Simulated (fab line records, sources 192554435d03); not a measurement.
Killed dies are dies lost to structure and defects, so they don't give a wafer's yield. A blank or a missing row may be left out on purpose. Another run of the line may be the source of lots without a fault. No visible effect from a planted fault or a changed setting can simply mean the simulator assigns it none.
Matching of chambers | flow n5 finfet | 3 sister chambers for N5_BEOL_M9_CURE_71 on uv cure-03
The step cures SiCOH lowk, time 240 s. 36 wafers are shown with their chamber, then 12 later ones without.

## WAFERS, EACH WITH ITS CHAMBER
wafer  | chamber | wafer_temp_C_max | lamp power pct (%)
L077.1 | 0       | 386.3            | 52.30
L077.2 | 0       | 386.3            | 52.31
L077.5 | 0       | 386.4            | 52.31
L076.2 | 1       | 386.7            | 52.31
L076.3 | 1       | 386.6            | 52.21
L076.5 | 1       | 386.5            | 52.36
L078.2 | 1       | 386.8            | 52.32
L078.5 | 1       | 387.4            | 52.29
L078.6 | 1       | 387.0            | 52.24
L082.1 | 2       | 386.7            | 52.28
L082.3 | 2       | 386.4            | 52.34
L082.5 | 2       | 386.6            | 52.30
L081.2 | 1       | 386.4            | 52.35
L081.4 | 1       | 386.5            | 52.30
L081.5 | 1       | 386.3            | 52.24
L083.1 | 2       | 386.9            | 52.26
L083.3 | 2       | 386.3            | 52.32
L083.4 | 2       | 386.2            | 52.31
L087.3 | 0       | 386.0            | 52.35
L087.4 | 0       | 386.0            | 52.28
L087.5 | 0       | 385.9            | 52.28
L086.3 | 1       | 386.8            | 52.27
L086.4 | 1       | 386.4            | 52.36
L086.5 | 1       | 387.0            | 52.33
L088.2 | 0       | 386.3            | 52.24
L088.4 | 0       | 386.1            | 52.31
L088.5 | 0       | 386.0            | 52.30
L089.2 | 2       | 386.8            | 52.24
L089.3 | 2       | 386.5            | 52.31
L089.5 | 2       | 386.2            | 52.29
L090.3 | 1       | 386.6            | 52.34
L090.4 | 1       | 386.8            | 52.36
L090.5 | 1       | 386.8            | 52.28
L092.1 | 2       | 386.4            | 52.30
L092.2 | 2       | 386.6            | 52.37
L092.3 | 2       | 386.1            | 52.34

SIGNATURES, as means of the wafers listed above
reading          | chamber 0 | chamber 1 | chamber 2 | scatter within a chamber
wafer_temp_C_max | 386.144   | 386.707   | 386.475   | 0.253
lamp power pct   | 52.2978   | 52.3040   | 52.3050   | 0.0405
Rule: a wafer's distance from a chamber is the root of the sum, over the readings, of the square of ((its reading less the chamber's mean) divided by the reading's scatter). The wafer belongs to the nearest chamber; if the next one is less than 2 further off, it can't be placed. The scatter: the root of (the sum of the squares of (reading less its chamber's mean) over the shown wafers, divided by (wafers less chambers)).

## WAFERS WHOSE CHAMBER IS MISSING
wafer  | wafer_temp_C_max | lamp power pct (%)
L091.1 | 386.0            | 52.32
L091.2 | 385.8            | 52.34
L091.3 | 386.1            | 52.22
L093.2 | 386.4            | 52.33
L093.3 | 386.1            | 52.23
L093.4 | 386.1            | 52.34
L094.1 | 386.6            | 52.34
L094.5 | 386.5            | 52.34
L094.6 | 386.6            | 52.26
L095.2 | 386.1            | 52.25
L095.3 | 386.4            | 52.27
L095.4 | 386.3            | 52.23

## EACH ONE'S CHAMBER
wafer  | from the rows above          | in truth
L091.1 | can't be placed: 0 or 2      | 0
L091.2 | can't be placed: 0 or 2 or 1 | 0
L091.3 | can't be placed: 0 or 2 or 1 | 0
L093.2 | can't be placed: 2 or 0 or 1 | 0
L093.3 | can't be placed: 0 or 2 or 1 | 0
L093.4 | can't be placed: 0 or 2 or 1 | 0
L094.1 | can't be placed: 1 or 2 or 0 | 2
L094.5 | can't be placed: 2 or 1 or 0 | 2
L094.6 | can't be placed: 1 or 2 or 0 | 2
L095.2 | can't be placed: 0 or 2 or 1 | 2
L095.3 | can't be placed: 2 or 0 or 1 | 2
L095.4 | can't be placed: 0 or 2 or 1 | 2
Correctly placed: 0 of 12. Not placeable from these rows: 12 (in 12, the candidates include the true chamber). Wrongly placed: 0.
